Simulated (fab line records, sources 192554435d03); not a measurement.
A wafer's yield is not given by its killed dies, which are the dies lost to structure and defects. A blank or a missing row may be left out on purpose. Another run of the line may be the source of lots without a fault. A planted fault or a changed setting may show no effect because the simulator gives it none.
Matching of chambers    flow n5Finfet    N5_BEOL_M6_DEP_56 on pecvd-03: 3 sister chambers
The step deposits SiCN from 3MS/NH3, target thk 10 nm, time 17.5 s. 6 wafers are shown with their chamber, then 11 later ones without.

== WAFERS PAIRED WITH THEIR CHAMBERS ==
wafer   chamber  showerheadVppV (V)  throttleValvePct (%)
L082.5  2        824                 8.4
L084.3  1        949                 10.1
L084.6  2        832                 8.6
L089.2  1        938                 10.0
L089.4  0        893                 9.1
L087.1  0        879                 9.2

== WAFERS WITHOUT THEIR CHAMBER ==
wafer   showerheadVppV (V)  throttleValvePct (%)
L087.3  830                 8.7
L087.5  886                 9.1
L094.1  862                 9.1
L094.2  946                 9.8
L094.4  889                 9.3
L095.2  890                 9.1
L095.3  814                 8.7
L095.6  879                 8.8
L096.3  826                 8.8
L096.4  943                 10.1
L096.5  882                 9.2

== CHAMBER TAKEN BY EACH ==
wafer   from the rows above  in truth
L087.3  2                    2
L087.5  0                    0
L094.1  0                    0
L094.2  1                    1
L094.4  0                    0
L095.2  0                    0
L095.3  2                    2
L095.6  0                    0
L096.3  2                    2
L096.4  1                    1
L096.5  0                    0
Placed correctly: 11 of 11. Can't be placed from these rows: 0. Number placed wrongly: 0.
How it was worked out, from the rows above alone: a wafer's distance from a chamber is the root of the sum, over the readings, of the square of ((its reading less the chamber's mean) divided by the reading's scatter). If the next closest chamber is less than 2 further off than the closest, the wafer can't be placed; otherwise it belongs to the closest. A chamber's mean is the mean of its shown wafers. How the scatter is found: for the shown wafers, subtract from each reading the mean of its chamber, square and add these, divide the total by (wafers less chambers), then take the root.
